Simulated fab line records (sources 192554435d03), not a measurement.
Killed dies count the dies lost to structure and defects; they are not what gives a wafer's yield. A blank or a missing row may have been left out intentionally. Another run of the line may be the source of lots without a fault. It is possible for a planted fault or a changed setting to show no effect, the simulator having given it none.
fab line records	flow n5Finfet
[record] lots = 7	wafers = 21
route steps=1938 shown BEOL_M8@1362 BEOL_M11@1539 BEOL_M12@1639 BEOL_M13@1694 BEOL_M14@1722
startH: hours from the record's first day to the start of the lot's first wafer shown	waitH: how many hours have passed since the lot's step before this one	" the same as in the row above	L1.1+2: a row that stands for several wafers	- value missing, or start not given	* or withheld: withheld	< > ~ a bound
route shown NAME@n: NAME is a module with steps in the file, n the number in the route of the first one	usual: mean/standard deviation of fault-free wafers	same: alike in all rows	chamber/n: place in a boat	sites: the reading at each site	_std_site: the standard deviation of these	_edge_site: inner sites' mean taken away from outer sites' mean	radiusMm: how far each site lies from the wafer's centre	mask NAME#n: copy n	behind: tool/chamber where the wafer was last shaped	hold: what put the lot on hold/how long, in hours/how the hold closed	device: transistor that didn't switch, given as n, p or np	end of line: the tests these same wafers got at the end of their route	step lacking rows: just its recipe	killed: at the first sort, the dies lost to defects and structure; wafer yield is something else	map: per-die view of a wafer (x killed, . not killed, _ where there is no die)
set.NAME: the setting as run; set.NAME@STEP: as run at that earlier step	model.NAME: the simulator's own value behind a step, which no gauge read
lots where settings were altered on purpose, with a table for each step and a row for each wafer
[[steps]]
[step N5_BEOL_M8_EXPOSE_25]
[recipe] maskId = V7	na = 0.33	sourceShape = annular	sigmaInner = 0.4	sigmaOuter = 0.8	polarization = unpolarized	targetCdNm = 40	doseMj = 42.5
lot.wafer	tool	chamber	startH	waitH	mask	set.doseMj
L075.1+3+6	euvScanner-01	0	217.92	-	V7#0	43.62
L082.2+4	euvScanner-02	0	261.31	-	V7#0	42.5
L082.6	"	0	"	"	V7#0	40.01
L080.1+2+4	euvScanner-02	0	261.34	-	V7#0	42.5
L091.2	euvScanner-02	0	322.69	-	V7#0	42.5
L091.3+4	"	0	"	"	V7#0	44.47
L097.1+3	euvScanner-02	0	349.30	-	V7#0	42.5
L097.2	"	0	"	"	V7#0	43.71
L096.1+4+5	euvScanner-01	0	353.61	-	V7#0	42.5
L095.2+3+4	euvScanner-02	0	353.78	-	V7#0	42.5
[step N5_BEOL_M8_PEB_26]
[recipe] pebTempC = 100	pebTimeS = 60	resist = CAR-EUV
[step N5_BEOL_M8_DEVELOP_27]
[recipe] developTimeS = 30	developer = TMAH	resist = CAR-EUV	rinseLiquid = surfactantRinse	dry = airSpin	devTempC = 23
[step N5_BEOL_M8_DESCUM_33]
[recipe] chemistry = O2	timeS = 7	sourcePowerW = 50	biasPowerW = 20	pressureMtorr = 20	rfFrequencyHz = 2.712e+07	tempC = 40	resist = CAR-EUV	o2FlowSccm = 225
lot.wafer	tool	chamber	startH	waitH	set.doseMj@BEOL_M8_EXPOSE_25	model.BEOL_M8.cdNm
L075.1+3+6	rieDiel-02	2,3,0	218.17	0.0	43.62	40.6
L082.2+4	rieDiel-02	3,0	261.83	0.3	42.5	40
L082.6	"	0	"	"	40.01	38.6
L080.1+2+4	rieDiel-02	0,1,3	262.36	0.8	42.5	40.2
L091.2	rieDiel-06	3	323.13	0.2	42.5	40
L091.3	"	0	"	"	44.47	41.2
L091.4	"	1	"	"	44.47	40.8
L097.1+3	rieDiel-06	0,1	349.55	0.0	42.5	40
L097.2	"	3	"	"	43.71	40.8
L096.1+4	rieDiel-03	1,2	354.21	0.4	42.5	40
L096.5	"	3	"	"	42.5	39.8
L095.2	rieDiel-03	1	354.61	0.6	42.5	40.2
L095.3+4	"	0,3	"	"	42.5	40
[step N5_BEOL_M8_ETCH_72]
[recipe] chemistry = N2/H2	target = underlayer	targetDepthA = 65	maskMaterial = CAR-EUV	timeS = 5.2	ionEnergyEv = 200	pressureMtorr = 30	sourceW = 840	biasW = 150	n2FlowSccm = 200	h2FlowSccm = 200	ends = cleared
lot.wafer	tool	chamber	startH	waitH	set.doseMj@BEOL_M8_EXPOSE_25	model.BEOL_M8.cdNm
L075.1+3+6	rieDiel-02	2,3,0	218.21	0.0	43.62	40.6
L082.2+4	rieDiel-02	3,0	261.87	0.0	42.5	40
L082.6	"	0	"	"	40.01	38.6
L080.1+2	rieDiel-02	0,1	262.40	0.0	42.5	40.2
L080.4	"	3	"	"	42.5	40
L091.2	rieDiel-06	3	323.16	0.0	42.5	40
L091.3	"	0	"	"	44.47	41
L091.4	"	1	"	"	44.47	40.8
L097.1	rieDiel-06	0	349.59	0.0	42.5	40
L097.2	"	3	"	"	43.71	40.8
L097.3	"	1	"	"	42.5	39.8
L096.1+4	rieDiel-03	1,2	354.25	0.0	42.5	40
L096.5	"	3	"	"	42.5	39.8
L095.2	rieDiel-03	1	354.64	0.0	42.5	40.2
L095.3	"	0	"	"	42.5	40
L095.4	"	3	"	"	42.5	39.8
[step N5_BEOL_M8_ETCH_65]
[recipe] chemistry = CF4	target = SiARC	targetDepthA = 156	maskMaterial = CAR-EUV	timeS = 26	ionEnergyEv = 80	pressureMtorr = 40	sourceW = 545	biasW = 36	Ar_flow_sccm = 100	cf4FlowSccm = 100	ends = cleared
[step N5_BEOL_M8_ETCH_66]
[recipe] chemistry = N2/H2	target = SOC	targetDepthA = 800	overetchA = 160	maskMaterial = SiARC	tempC = 40	timeS = 120	ionEnergyEv = 200	pressureMtorr = 30	sourceW = 840	biasW = 150	n2FlowSccm = 200	h2FlowSccm = 200
lot.wafer	tool	chamber	startH	waitH	set.doseMj@BEOL_M8_EXPOSE_25	model.BEOL_M8.cdNm
L075.1	rieDiel-02	2	218.25	0.0	43.62	40.8
L075.3	"	3	"	"	43.62	40.6
L075.6	"	0	"	"	43.62	40.4
L082.2	rieDiel-02	3	261.91	0.0	42.5	39.8
L082.4	"	0	"	"	42.5	39.6
L082.6	"	0	"	"	40.01	38.2
L080.1+4	rieDiel-02	0,3	262.44	0.0	42.5	40
L080.2	"	1	"	"	42.5	39.8
L091.2	rieDiel-06	3	323.21	0.0	42.5	39.8
L091.3	"	0	"	"	44.47	41.4
L091.4	"	1	"	"	44.47	40.8
L097.1	rieDiel-06	0	349.63	0.0	42.5	40.6
L097.2	"	3	"	"	43.71	41
L097.3	"	1	"	"	42.5	39.8
L096.1+5	rieDiel-03	1,3	354.29	0.0	42.5	40
L096.4	"	2	"	"	42.5	39.8
L095.2	rieDiel-03	1	354.69	0.0	42.5	40.4
L095.3	"	0	"	"	42.5	39.8
L095.4	"	3	"	"	42.5	40.2
[step N5_BEOL_M8_VIA_ETCH_34]
[recipe] chemistry = C4F6/O2	target = SiCOH_lowk	targetDepthA = 1255	maskMaterial = SOC	taperDeg = 4	timeS = 50.5	ionEnergyEv = 250	pressureMtorr = 30	sourceW = 345	biasW = 185	Ar_flow_sccm = 300	C4F6_flow_sccm = 10	O2_flow_sccm = 10
lot.wafer	tool	chamber	startH	waitH	set.sourceW	set.doseMj@BEOL_M8_EXPOSE_25	model.BEOL_M8.cdNm
L075.1	rieDiel-02	2	218.35	0.0	345	43.62	41
L075.3	"	3	"	"	403.8	43.62	40.8
L075.6	"	0	"	"	403.8	43.62	40.4
L082.2	rieDiel-02	3	262.01	0.0	305.6	42.5	39.8
L082.4	"	0	"	"	305.6	42.5	39.6
L082.6	"	0	"	"	305.6	40.01	38
L080.1	rieDiel-02	0	262.54	0.0	326.2	42.5	39.8
L080.2	"	1	"	"	345	42.5	40
L080.4	"	3	"	"	326.2	42.5	40.2
L091.2	rieDiel-06	3	323.31	0.0	345	42.5	39.8
L091.3	"	0	"	"	345	44.47	41.6
L091.4	"	1	"	"	345	44.47	40.8
L097.1	rieDiel-06	0	349.74	0.0	345	42.5	40.6
L097.2	"	3	"	"	345	43.71	41
L097.3	"	1	"	"	327.7	42.5	39.8
L096.1	rieDiel-03	1	354.39	0.0	325.8	42.5	40
L096.4	"	2	"	"	345	42.5	40
L096.5	"	3	"	"	345	42.5	40.2
L095.2	rieDiel-03	1	354.79	0.0	345	42.5	40.4
L095.3	"	0	"	"	345	42.5	40
L095.4	"	3	"	"	345	42.5	40.2
[step N5_BEOL_M11_PECVD_70]
[recipe] material = SiO2	targetThkA = 200	tempC = 400	precursor = TEOS/O2	pressureTorr = 5.5	rfW = 450	teosFlowSccm = 53.8	gas = O2	flowSccm = 3000	timeS = 22.7
lot.wafer	tool	chamber	startH	waitH	set.timeS	model.SiO2_of_BEOL_M11_PECVD_70.thkNm
L075.1+3	pecvd-01	2,0	235.69	0.0	22.7	20
L075.6	"	0	"	"	22.7	20.4
L082.2	pecvd-04	1	279.21	0.0	22.7	19.8
L082.4	"	0	"	"	22.7	20.2
L082.6	"	2	"	"	22.7	20
L080.1	pecvd-01	0	280.72	0.0	23.77	20.6
L080.2	"	1	"	"	22.7	20.2
L080.4	"	0	"	"	22.7	20.4
L091.2	pecvd-02	1	343.21	0.0	21.47	19.2
L091.3	"	0	"	"	22.7	20.2
L091.4	"	2	"	"	22.7	20.6
L097.1	pecvd-01	1	372.86	0.0	22.7	20
L097.2	"	2	"	"	24.24	21.4
L097.3	"	0	"	"	24.24	21.2
L096.1	pecvd-01	2	376.15	0.0	22.7	20
L096.4	"	0	"	"	23.67	21
L096.5	"	1	"	"	23.67	21.2
L095.2	pecvd-01	1	376.99	0.0	22.7	20
L095.3+4	"	2,1	"	"	22.7	20.4
[step N5_BEOL_M11_COAT_59]
[recipe] resist = SOC	tempC = 250	timeS = 60	spinRpm = 1500	resistThkNm = 100
lot.wafer	tool	chamber	startH	waitH	set.tempC
L075.1	lithoTrack-04	0	237.03	0.1	260
L075.3+6	"	0	"	"	250
L082.2+4+6	lithoTrack-01	0	279.40	0.1	250
L080.1+2+4	lithoTrack-02	0	281.47	0.1	250
L091.2+3	lithoTrack-04	0	344.99	0.1	250
L091.4	"	0	"	"	258.3
L097.1+2+3	lithoTrack-04	0	374.63	0.1	250
L096.1+4+5	lithoTrack-04	0	378.11	0.1	250
L095.2+3+4	lithoTrack-02	0	378.33	0.1	250
[step N5_BEOL_M11_COAT_60]
[recipe] resist = SiARC	tempC = 220	timeS = 60	spinRpm = 1500	resistThkNm = 30
[step N5_BEOL_M11_COAT_05]
[recipe] resist = CAR-ArF	spinRpm = 1500	resistThkNm = 90
[step N5_BEOL_M11_STRIP_77]
[recipe] chemistry = N2/H2	timeS = 10	powerW = 450	tempC = 40	pressureMtorr = 20	rfFrequencyHz = 6e+07	biasPowerW = 7	n2FlowSccm = 200	h2FlowSccm = 200
[step N5_BEOL_M11_HM_STRIP_39]
[recipe] chemistry = peroxideTinStrip	material = TiN	targetDepthA = 250	tempC = 50	timeS = 158
lot.wafer	tool	chamber	startH	waitH	set.timeS@BEOL_M11_PECVD_70	model.SiO2_of_BEOL_M11_PECVD_70.thkNm
L075.1+3	wetBench-06	5,4	239.79	0.0	22.7	19.8
L075.6	"	0	"	"	22.7	20.2
L082.2	wetBench-02	0	281.71	0.0	22.7	19.6
L082.4	"	2	"	"	22.7	20
L082.6	"	1	"	"	22.7	19.8
L080.1	wetBench-01	0	283.96	0.0	23.77	20.6
L080.2	"	4	"	"	22.7	20
L080.4	"	7	"	"	22.7	20.2
L091.2	wetBench-06	6	350.43	0.0	21.47	19
L091.3	"	3	"	"	22.7	20.2
L091.4	"	0	"	"	22.7	20.4
L097.1	wetBench-02	7	377.64	0.0	22.7	20
L097.2+3	"	1,6	"	"	24.24	21.2
L095.2	wetBench-01	4	380.92	0.0	22.7	20
L095.3+4	"	3,5	"	"	22.7	20.2
L096.1	wetBench-02	7	381.25	0.0	22.7	19.8
L096.4	"	5	"	"	23.67	20.8
L096.5	"	1	"	"	23.67	21
[step N5_BEOL_M12_TRENCH_ETCH_34]
[recipe] chemistry = C4F8/O2/Ar	target = SiOC	targetDepthA = 3189.5	maskMaterial = SOC	pressureMtorr = 30	sourceW = 3000	biasW = 700	Ar_flow_sccm = 400	C4F8_flow_sccm = 15	O2_flow_sccm = 8	heInnerTorr = 15	heOuterTorr = 30	timeS = 125.5	ionEnergyEv = 250
lot.wafer	tool	chamber	startH	waitH	set.timeS	model.etch.depthNm
L075.1	rieDiel-02	1	245.49	0.0	125.5	316.4
L075.3	"	2	"	"	147	375.7
L075.6	"	1	"	"	125.5	315.9
L082.2	rieDiel-02	0	287.03	0.0	125.5	311.4
L082.4	"	2	"	"	125.5	318
L082.6	"	1	"	"	109.1	276.4
L080.1	rieDiel-06	0	288.19	0.0	125.5	320.3
L080.2	"	2	"	"	125.5	307.4
L080.4	"	3	"	"	125.5	316.9
L091.2	rieDiel-03	3	355.37	0.0	125.5	319.8
L091.3	"	0	"	"	125.5	314.4
L091.4	"	2	"	"	136.8	350
L097.1	rieDiel-03	1	382.50	0.0	125.5	311.4
L097.2	"	3	"	"	149.5	385.1
L097.3	"	2	"	"	125.5	319.7
L095.2	rieDiel-02	0	386.42	0.0	125.5	309.1
L095.3	"	3	"	"	125.5	316.7
L095.4	"	1	"	"	125.5	312.9
L096.1	rieDiel-02	2	386.98	0.0	141.5	357.7
L096.4	"	3	"	"	141.5	361.5
L096.5	"	1	"	"	141.5	353.1
[step N5_BEOL_M12_STRIP_70]
[recipe] chemistry = C4F8/O2/Ar	resist = SiARC	rfFrequencyHz = 6e+07
[step N5_BEOL_M12_OCD_MEAS_35]
[usual] trenchDepthNm = 316/4.5
lot.wafer	tool	chamber	startH	waitH	set.timeS@BEOL_M12_TRENCH_ETCH_34	trenchDepthNm
L075.1	ocd-02	-	245.65	0.0	125.5	316
L075.3	"	-	"	"	147	376
L075.6	"	-	"	"	125.5	316
L082.2	ocd-02	-	287.18	0.0	125.5	311
L082.4	"	-	"	"	125.5	318
L082.6	"	-	"	"	109.1	276
L080.1	ocd-02	-	288.35	0.0	125.5	320
L080.2	"	-	"	"	125.5	307
L080.4	"	-	"	"	125.5	318
L091.2	ocd-01	-	355.53	0.0	125.5	320
L091.3	"	-	"	"	125.5	314
L091.4	"	-	"	"	136.8	350
L097.1	ocd-02	-	382.65	0.0	125.5	312
L097.2	"	-	"	"	149.5	385
L097.3	"	-	"	"	125.5	320
L095.2	ocd-02	-	386.58	0.0	125.5	309
L095.3	"	-	"	"	125.5	317
L095.4	"	-	"	"	125.5	313
L096.1	ocd-02	-	387.14	0.0	141.5	358
L096.4	"	-	"	"	141.5	362
L096.5	"	-	"	"	141.5	353
[step N5_BEOL_M12_SPUTTER_44]
[recipe] material = Ta	targetThkA = 100	tempC = 50	biasV = 80	powerW = 15000	chamberPressurePa = 0.07	timeS = 16.13
lot.wafer	tool	chamber	startH	waitH	set.timeS	model.Ta_of_BEOL_M12_SPUTTER_44.thkNm
L075.1+3	pvdSputter-01	-	246.63	0.0	16.13	10
L075.6	"	-	"	"	17.33	10.8
L082.2+6	pvdSputter-01	-	287.99	0.0	14.66	9
L082.4	"	-	"	"	16.13	10
L080.1+4	pvdSputter-03	-	293.12	0.0	16.13	9.8
L080.2	"	-	"	"	16.13	10
L091.2+3+4	pvdSputter-02	-	356.14	0.0	16.13	9.8
L097.1+3	pvdSputter-01	-	383.72	0.0	15.41	9.6
L097.2	"	-	"	"	15.41	9.8
L095.2+4	pvdSputter-03	-	387.35	0.0	16.13	9.6
L095.3	"	-	"	"	16.13	9.8
L096.1	pvdSputter-01	-	390.28	0.0	14.66	8.8
L096.4	"	-	"	"	16.13	9.6
L096.5	"	-	"	"	16.13	9.8
[step N5_BEOL_M12_SPUTTER_45]
[recipe] material = Cu	targetThkA = 800	tempC = -20	biasV = 60	powerW = 26000	chamberPressurePa = 0.13	timeS = 13.33
[step N5_BEOL_M12_ECD_47]
[recipe] material = Cu	targetThkA = 7200
[step N5_BEOL_M12_ANNEAL_48]
[recipe] tempC = 225	timeS = 90	ambient = N2
[step N5_BEOL_M12_CMP_49]
[recipe] stopOn = SiOC	tOverpolishS = 20.6	downForcePsi = 1	platenRpm = 50	clearingPlatenDownForcePsi = 1.5	clearingPlatenRpm = 50	postCmpClean = cuAlkaline	targetThkNm = 320	clearingPlatenPadVelocityMS = 0.99484	padVelocityMS = 0.99484
lot.wafer	tool	chamber	startH	waitH	set.timeS@BEOL_M12_TRENCH_ETCH_34	model.Cu_of_BEOL_M12_ECD_47.thkNm
L075.1	cmp-01	2	248.16	0.3	125.5	317.4
L075.3	"	1	"	"	147	377.6
L075.6	"	2	"	"	125.5	316
L082.2	cmp-03	2	288.62	0.2	125.5	313.8
L082.4	"	0	"	"	125.5	319.4
L082.6	"	2	"	"	109.1	279
L080.4	cmp-01	3	293.76	0.1	125.5	320.2
L080.1	"	0	"	"	125.5	321
L080.2	"	2	"	"	125.5	310.2
L091.4	cmp-03	2	356.78	0.1	136.8	352.2
L091.2	"	3	"	"	125.5	321
L091.3	"	0	"	"	125.5	316.8
L097.2	cmp-04	2	384.44	0.2	149.5	388.6
L097.1	"	3	"	"	125.5	314.6
L097.3	"	1	"	"	125.5	323.4
L095.3	cmp-01	3	388.03	0.2	125.5	317.2
L095.4	"	0	"	"	125.5	313
L095.2	"	2	"	"	125.5	310
L096.1	cmp-04	2	391.08	0.3	141.5	360.8
L096.4	"	3	"	"	141.5	361.2
L096.5	"	2	"	"	141.5	355.6
[step N5_BEOL_M12_THK_MEAS_50]
[recipe] thkMeasGauge = xrf	reads = Cu_of_BEOL_M12_ECD_47
[usual] M12_THK = 323/5.9
lot.wafer	tool	chamber	startH	waitH	set.timeS@BEOL_M12_TRENCH_ETCH_34	M12_THK[nm]
L075.1	filmMetro-01	-	248.45	-	125.5	323
L075.3	"	-	"	"	147	384
L075.6	"	-	"	"	125.5	322
L082.2	filmMetro-02	-	288.92	-	125.5	323
L082.4	"	-	"	"	125.5	329
L082.6	"	-	"	"	109.1	287
L080.1	filmMetro-02	-	294.06	-	125.5	332
L080.2	"	-	"	"	125.5	321
L080.4	"	-	"	"	125.5	332
L091.2	filmMetro-01	-	357.08	-	125.5	326
L091.3	"	-	"	"	125.5	323
L091.4	"	-	"	"	136.8	359
L097.1	filmMetro-01	-	384.74	-	125.5	316
L097.2	"	-	"	"	149.5	392
L097.3	"	-	"	"	125.5	325
L095.2	filmMetro-01	-	388.32	-	125.5	316
L095.3	"	-	"	"	125.5	323
L095.4	"	-	"	"	125.5	318
L096.1	filmMetro-01	-	391.38	-	141.5	365
L096.4	"	-	"	"	141.5	363
L096.5	"	-	"	"	141.5	359
[step N5_BEOL_M12_PRE_CLEAN_52]
[recipe] gas = NH3	timeS = 15	tempC = withheld	rfPowerW = 300
[step N5_BEOL_M12_DEP_53]
[recipe] material = SiCN	targetThkA = 300	tempC = withheld	precursor = 3MS/NH3	pressureTorr = 3	rfW = 675	timeS = 10.5
[step N5_BEOL_M12_RS_MEAS_54]
[recipe] thkMeasGauge = four-point-probe	reads = Cu_of_BEOL_M12_ECD_47+Ta_of_BEOL_M12_SPUTTER_44+TaN_of_BEOL_M12_SPUTTER_43
[usual] M12_RS = 0.0606/0.00093
lot.wafer	tool	chamber	startH	waitH	set.timeS@BEOL_M12_TRENCH_ETCH_34	M12_RS[ohm/sq]
L075.1	filmMetro-02	-	248.58	0.0	125.5	0.0605
L075.3	"	-	"	"	147	0.0506
L075.6	"	-	"	"	125.5	0.0608
L082.2	filmMetro-01	-	289.04	0.0	125.5	0.0613
L082.4	"	-	"	"	125.5	0.0602
L082.6	"	-	"	"	109.1	0.0694
L080.1	filmMetro-02	-	294.18	0.0	125.5	0.0598
L080.2	"	-	"	"	125.5	0.0621
L080.4	"	-	"	"	125.5	0.0599
L091.2	filmMetro-02	-	357.23	0.1	125.5	0.0599
L091.3	"	-	"	"	125.5	0.0609
L091.4	"	-	"	"	136.8	0.0542
L097.1	filmMetro-02	-	384.86	0.0	125.5	0.0611
L097.2	"	-	"	"	149.5	0.0490
L097.3	"	-	"	"	125.5	0.0595
L095.2	filmMetro-01	-	388.45	0.0	125.5	0.0621
L095.3	"	-	"	"	125.5	0.0606
L095.4	"	-	"	"	125.5	0.0614
L096.1	filmMetro-01	-	391.50	0.0	141.5	0.0531
L096.4	"	-	"	"	141.5	0.0529
L096.5	"	-	"	"	141.5	0.0538
[step N5_BEOL_M13_ETCH_68]
[recipe] chemistry = N2/H2	target = SOC	maskMaterial = SiARC	sourceW = 3000	biasW = 350	tempC = 40	timeS = 355	ionEnergyEv = 200	pressureMtorr = 30	n2FlowSccm = 200	h2FlowSccm = 200
lot.wafer	tool	chamber	startH	waitH	set.timeS	model.SiARC_of_BEOL_M13_COAT_66.thkNm
L075.1	rieDiel-04	0	250.43	0.1	355	77.2
L075.3	"	3	"	"	422.8	70.8
L075.6	"	2	"	"	422.8	70
L082.2	rieDiel-05	3	291.02	0.1	355	77.2
L082.4	"	1	"	"	310.7	81.4
L082.6	"	1	"	"	310.7	81.6
L080.1	rieDiel-04	0	296.17	0.1	355	76
L080.2	"	2	"	"	381.7	74
L080.4	"	1	"	"	381.7	73.2
L091.2	rieDiel-05	2	359.11	0.1	355	77.2
L091.3	"	1	"	"	355	78.2
L091.4	"	0	"	"	355	77.8
L097.1	rieDiel-04	2	386.59	0.1	355	76.2
L097.2	"	3	"	"	291.6	83
L097.3	"	0	"	"	291.6	82
L095.2	rieDiel-04	1	390.55	0.1	355	76.4
L095.3	"	0	"	"	355	76.8
L095.4	"	3	"	"	355	77.2
L096.1	rieDiel-04	0	393.54	0.1	328.2	79.2
L096.4	"	2	"	"	355	77.2
L096.5	"	3	"	"	328.2	79.4
[step N5_BEOL_M14_EXPOSE_07]
[recipe] maskId = V13	na = 0.8	sourceShape = annular	sigmaInner = 0.5	sigmaOuter = 0.8	polarization = unpolarized	attpsmPhaseDeg = 180	doseMj = 57
lot.wafer	tool	chamber	startH	waitH	mask	set.doseMj
L075.1+3+6	krfScanner-01	0	255.15	-	V13#0	57
L082.2+4+6	krfScanner-02	0	294.85	-	V13#0	57
L080.1+4	krfScanner-02	0	301.55	-	V13#0	58.51
L080.2	"	0	"	"	V13#0	57
L091.2+3+4	krfScanner-01	0	362.09	-	V13#0	58.43
L097.1+2	krfScanner-01	0	391.53	-	V13#0	57
L097.3	"	0	"	"	V13#0	55.02
L095.2+3+4	krfScanner-02	0	394.83	-	V13#0	57
L096.1+4	krfScanner-02	0	397.24	-	V13#0	57
L096.5	"	0	"	"	V13#0	55.41
[step N5_BEOL_M14_PEB_08]
[recipe] pebTempC = 130	pebTimeS = 90
[step N5_BEOL_M14_DEVELOP_09]
[recipe] developTimeS = 45	rinseLiquid = diw	dry = airSpin	devTempC = 21
[step N5_BEOL_M14_HARDBAKE_14]
[recipe] tempC = 130	timeS = 120
[step N5_BEOL_M14_CD_MEAS_10]
[recipe] targetCdNm = 250	landingEnergyEv = 500	detector = seInlens	polarity = opening
[usual] cdNm = 250.2/1.4
lot.wafer	tool	chamber	startH	waitH	set.doseMj@BEOL_M14_EXPOSE_07	cdNm
L075.1	cdSem-01	0	255.33	-	57	252.3
L075.3	"	0	"	"	57	251.0
L075.6	"	0	"	"	57	249.3
L082.2	cdSem-01	0	295.02	-	57	250.5
L082.4	"	0	"	"	57	253.0
L082.6	"	0	"	"	57	249.4
L080.1	cdSem-02	0	301.73	-	58.51	258.8
L080.2	"	0	"	"	57	248.7
L080.4	"	0	"	"	58.51	255.6
L091.2	cdSem-01	0	362.26	-	58.43	252.7
L091.3	"	0	"	"	58.43	255.7
L091.4	"	0	"	"	58.43	256.5
L097.1	cdSem-01	0	391.71	-	57	250.7
L097.2	"	0	"	"	57	251.0
L097.3	"	0	"	"	55.02	241.9
L095.2	cdSem-01	0	395.00	-	57	251.6
L095.3	"	0	"	"	57	247.7
L095.4	"	0	"	"	57	248.5
L096.1	cdSem-01	0	397.42	-	57	249.3
L096.4	"	0	"	"	57	250.8
L096.5	"	0	"	"	55.41	244.9
[[key]]
[split] step = N5_BEOL_M8_EXPOSE_25	setting = doseMj	stated = 42.5	by = wafer
[response] step = N5_BEOL_M8_DESCUM_33	reading = model.BEOL_M8.cdNm	change = +0.236	per = 1%	r = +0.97
[response] step = N5_BEOL_M8_ETCH_72	reading = model.BEOL_M8.cdNm	change = +0.234	per = 1%	r = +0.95
[response] step = N5_BEOL_M8_ETCH_66	reading = model.BEOL_M8.cdNm	change = +0.267	per = 1%	r = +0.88
[response] step = N5_BEOL_M8_VIA_ETCH_34	reading = model.BEOL_M8.cdNm	change = +0.293	per = 1%	r = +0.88
[split] step = N5_BEOL_M8_VIA_ETCH_34	setting = sourceW	stated = 345	by = wafer
response none clear
[split] step = N5_BEOL_M11_PECVD_70	setting = timeS	stated = 22.7	by = wafer
[response] step = N5_BEOL_M11_PECVD_70	reading = model.SiO2_of_BEOL_M11_PECVD_70.thkNm	change = +0.185	per = 1%	r = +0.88
[response] step = N5_BEOL_M11_HM_STRIP_39	reading = model.SiO2_of_BEOL_M11_PECVD_70.thkNm	change = +0.192	per = 1%	r = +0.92
[split] step = N5_BEOL_M11_COAT_59	setting = tempC	stated = 250	by = wafer
response none clear
[split] step = N5_BEOL_M12_TRENCH_ETCH_34	setting = timeS	stated = 125.5	by = wafer
[response] step = N5_BEOL_M12_TRENCH_ETCH_34	reading = model.etch.depthNm	change = +3.45	per = 1%	r = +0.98
[response] step = N5_BEOL_M12_OCD_MEAS_35	reading = trenchDepthNm	change = +3.46	per = 1%	r = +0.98
[response] step = N5_BEOL_M12_CMP_49	reading = model.Cu_of_BEOL_M12_ECD_47.thkNm	change = +3.47	per = 1%	r = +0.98
[response] step = N5_BEOL_M12_THK_MEAS_50	reading = M12_THK	change = +3.55	per = 1%	r = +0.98
[response] step = N5_BEOL_M12_RS_MEAS_54	reading = M12_RS	change = -0.000611	per = 1%	r = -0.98
[split] step = N5_BEOL_M12_SPUTTER_44	setting = timeS	stated = 16.13	by = wafer
[response] step = N5_BEOL_M12_SPUTTER_44	reading = model.Ta_of_BEOL_M12_SPUTTER_44.thkNm	change = +0.105	per = 1%	r = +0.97
[split] step = N5_BEOL_M13_ETCH_68	setting = timeS	stated = 355	by = wafer
[response] step = N5_BEOL_M13_ETCH_68	reading = model.SiARC_of_BEOL_M13_COAT_66.thkNm	change = -0.346	per = 1%	r = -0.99
[split] step = N5_BEOL_M14_EXPOSE_07	setting = doseMj	stated = 57	by = wafer
[response] step = N5_BEOL_M14_CD_MEAS_10	reading = cdNm	change = +2.53	per = 1%	r = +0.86
